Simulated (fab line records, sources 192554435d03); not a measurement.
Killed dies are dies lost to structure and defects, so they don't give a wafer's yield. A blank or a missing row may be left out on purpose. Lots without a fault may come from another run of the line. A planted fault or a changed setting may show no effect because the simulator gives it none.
Chamber matching | flow n5_finfet | N5_BEOL_M0_SAQP_DESCUM_19 on rie_diel-05: 4 sister chambers
The step chemistry O2, time 7.9 s. 4 wafers are shown with their chamber, then 12 later ones without.

WAFERS WITH THEIR CHAMBER
wafer  | chamber | drypump_motor_current_A (A)
L089.1 | 3       | 5.5
L090.1 | 2       | 6.4
L090.3 | 0       | 6.4
L090.5 | 1       | 5.0

WAFERS WITHOUT THEIR CHAMBER
wafer  | drypump_motor_current_A (A)
L093.1 | 6.3
L093.2 | 5.5
L093.4 | 5.0
L095.1 | 5.0
L095.2 | 6.3
L095.3 | 5.5
L095.4 | 6.5
L095.5 | 5.0
L095.6 | 6.5
L096.2 | 5.0
L096.4 | 5.5
L096.6 | 5.0

WHICH CHAMBER EACH WENT THROUGH
wafer  | from the rows above     | in truth
L093.1 | can't be placed: 0 or 2 | 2
L093.2 | 3                       | 3
L093.4 | 1                       | 1
L095.1 | 1                       | 1
L095.2 | can't be placed: 0 or 2 | 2
L095.3 | 3                       | 3
L095.4 | can't be placed: 0 or 2 | 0
L095.5 | 1                       | 1
L095.6 | can't be placed: 0 or 2 | 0
L096.2 | 1                       | 1
L096.4 | 3                       | 3
L096.6 | 1                       | 1
Placed correctly: 8 of 12. Can't be placed from these rows: 4 (the true chamber is among the candidates in 4). Placed wrongly: 0.
How it was worked out, from the rows above alone: a wafer's distance from a chamber is the root of the sum, over the readings, of the square of ((its reading less the chamber's mean) divided by the reading's scatter). The wafer belongs to the nearest chamber; if the next one is less than 2 further off, it can't be placed. A chamber's mean is the mean of its shown wafers. The scatter: with one shown wafer a chamber, the root of the mean of the squares of how far each hidden wafer lies from its nearest shown one.
